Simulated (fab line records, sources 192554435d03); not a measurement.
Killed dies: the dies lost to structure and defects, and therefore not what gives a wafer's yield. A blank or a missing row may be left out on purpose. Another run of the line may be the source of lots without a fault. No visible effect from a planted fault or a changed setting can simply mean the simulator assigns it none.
Lot-split experiment    flow n5-finfet    21 wafers read across 7 lots, on a route 1938 steps long

## THE SPLIT ITSELF
At N5_BEOL_M8_EXPOSE_25 (exposes mask V7, target cd 40 nm), the setting dose-mj was moved away from the recipe's 42.5 on 3 of the 21 wafers read, by +4.7% to +5.8%. For the rest of the wafers, this setting stayed at what the recipe calls for.

## FROM THE SPLIT TO THE READING: what the file shows between them, 5 steps
- N5_BEOL_M8_PEB_26: peb time 60 s
- N5_BEOL_M8_DEVELOP_27: develop time 30 s
- N5_BEOL_M8_DESCUM_33: chemistry O2, time 7 s
- N5_BEOL_M8_ETCH_72: etches underlayer in N2/H2, target depth 6.5 nm, time 5.2 s
- N5_BEOL_M8_ETCH_65: etches SiARC in CF4, target depth 15.6 nm, time 26 s (also split here: source-w)

## THE READING
BEOL_M8.cd-nm (the simulator's own value, which no gauge read), in nm, at N5_BEOL_M8_ETCH_66 (etches SOC in N2/H2, target depth 80 nm, overetch 16 nm, time 120 s). There is no usual value for it anywhere in the file. The 18 wafers here that ran the recipe average 40.2 nm, standard deviation 0.18 nm.

wafer   tool, chamber at the split  dose-mj as run  against the recipe  BEOL_M8.cd-nm, nm  against lot-mates on the recipe
L074.1  euv-scanner-01, 0           42.5            recipe              40.2               -
L074.4  euv-scanner-01, 0           42.5            recipe              40.4               -
L074.6  euv-scanner-01, 0           42.5            recipe              40.4               -
L078.1  euv-scanner-01, 0           42.5            recipe              40.2               -
L078.2  euv-scanner-01, 0           42.5            recipe              40.2               -
L078.6  euv-scanner-01, 0           42.5            recipe              40.4               -
L079.1  euv-scanner-01, 0           44.96           +5.8%               41                 +0.9
L079.2  euv-scanner-01, 0           42.5            recipe              40                 -
L079.6  euv-scanner-01, 0           42.5            recipe              40.2               -
L085.1  euv-scanner-01, 0           42.5            recipe              40                 -
L085.3  euv-scanner-01, 0           42.5            recipe              40.2               -
L085.5  euv-scanner-01, 0           42.5            recipe              40.2               -
L094.4  euv-scanner-02, 0           42.5            recipe              40                 -
L094.5  euv-scanner-02, 0           42.5            recipe              40.2               -
L094.6  euv-scanner-02, 0           42.5            recipe              40.2               -
L093.1  euv-scanner-02, 0           44.5            +4.7%               40.8               +1.0
L093.4  euv-scanner-02, 0           42.5            recipe              39.8               -
L093.6  euv-scanner-02, 0           44.5            +4.7%               41                 +1.2
L095.1  euv-scanner-02, 0           42.5            recipe              40.2               -
L095.6  euv-scanner-02, 0           42.5            recipe              40.2               -
L095.2  euv-scanner-02, 0           42.5            recipe              40.6               -

FIT RESULTS
A straight line over all 21 wafers: BEOL_M8.cd-nm changes by +0.144 nm for each +1% of dose-mj; r = +0.84; the points scatter about the line by 0.18 nm.
The same after taking each lot's own level away (the mean of its wafers on the recipe; 21 wafers): +0.199 nm for each +1%; r = +0.94; scatter 0.14 nm.
Per that fit: largest dose-mj move, reading shift of 1.2 nm.
Across the lots, their own levels run from 39.80 to 40.33 nm, a range of 3.0 times the standard deviation given above.
Thus the slope moves with the lot-to-lot level: the two fits are different.
Check: with one of the wafers moved furthest among these (+5.8%) left out of the fit, the line predicts +1.35 nm for it against its lot-mates. It came out at +0.9 nm against them.

## THESE WAFERS: OTHER SPLITS
Note: prior to the reading, these wafers also went through further splits. Each is held against what the fit with the lots' levels taken away leaves over:
other split on the same wafers  wafers away from the commonest value  r with BEOL_M8.cd-nm (lot level and that fit taken away)
N5_BEOL_M8_ETCH_65 source-w     8                                     -0.19

## THE WHOLE CHAIN: every reading that the file lists as answering this split, in the file's order
step                  what it does                                                         reading                                                         change (the file's fit)                r (the file's)
N5_BEOL_M8_DESCUM_33  chemistry O2, time 7 s                                               BEOL_M8.cd-nm (the simulator's own value, which no gauge read)  +0.209 nm for each +1% of the setting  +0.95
N5_BEOL_M8_ETCH_72    etches underlayer in N2/H2, target depth 6.5 nm, time 5.2 s          BEOL_M8.cd-nm (the simulator's own value, which no gauge read)  +0.226 nm for each +1% of the setting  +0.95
N5_BEOL_M8_ETCH_65    etches SiARC in CF4, target depth 15.6 nm, time 26 s                 BEOL_M8.cd-nm (the simulator's own value, which no gauge read)  +0.201 nm for each +1% of the setting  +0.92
N5_BEOL_M8_ETCH_66    etches SOC in N2/H2, target depth 80 nm, overetch 16 nm, time 120 s  BEOL_M8.cd-nm (the simulator's own value, which no gauge read)  +0.187 nm for each +1% of the setting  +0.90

## FILE'S OWN FIT
BEOL_M8.cd-nm changes by +0.187 nm for each +1% of dose-mj, r = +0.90.
